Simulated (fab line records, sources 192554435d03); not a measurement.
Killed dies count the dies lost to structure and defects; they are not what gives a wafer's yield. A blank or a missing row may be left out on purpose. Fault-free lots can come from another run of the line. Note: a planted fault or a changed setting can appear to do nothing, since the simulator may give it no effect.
The tool behind it: which one?    flow n5-finfet    12 lots (36 wafers sampled), 1 step of a 1938-step route

== WHAT THE GAUGES SHOWED, per wafer ==
N5_BEOL_M5_OVL_MEAS_12.
lot   measured      on          M5_OVL (nm)
L074  day 8 06:05   overlay-01  0.1 0.4 -0.1
L077  day 8 16:17   overlay-02  0.1 1.0 0.6
L079  day 9 07:15   overlay-02  -0.4 -0.3 -0.3
L081  day 9 23:15   overlay-01  0.5 -0.2 0.1
L083  day 10 15:16  overlay-02  -1.2 -0.2 -0.6
L085  day 10 23:16  overlay-01  -0.7 0.6 -0.6
L087  day 11 04:02  overlay-02  -1.4 -0.2 -0.5
L088  day 11 21:04  overlay-01  -0.8 0.1 0.0
L092  day 12 08:18  overlay-01  0.7 -0.3 -1.0
L093  day 13 07:01  overlay-01  0.6 -0.9 -0.1
L094  day 13 09:41  overlay-02  -2.1 -1.3 -1.8
L097  day 13 12:12  overlay-01  1.1 1.3 0.5

== WHICH TOOL RAN EACH LOT (tool, then ch and the chambers of the sampled wafers, then the start) ==
The record shows no process step preceding these readings.

== THE ANSWER, worked out from the rows above alone ==
Rule: what is usual is taken from the lots themselves. The widest of any qualifying gaps counts: lots, ordered by their means at a reading, are off when they make up no more than a third of the lots, leave a main group of 4 or more, and stand apart from it by 3 or more times the standard deviation of that group's means. A main group whose means are all the same, to the digits that the tables above print for the reading, isn't used. A lot without any number at a reading at which 4 lots or more have one is off too. Where the step has rows for the other lots, those lots are counted as sound.
Nothing can be told from this: no lot is off at any reading shown.

== WHAT HAD BEEN PUT IN BY THE SIMULATOR ==
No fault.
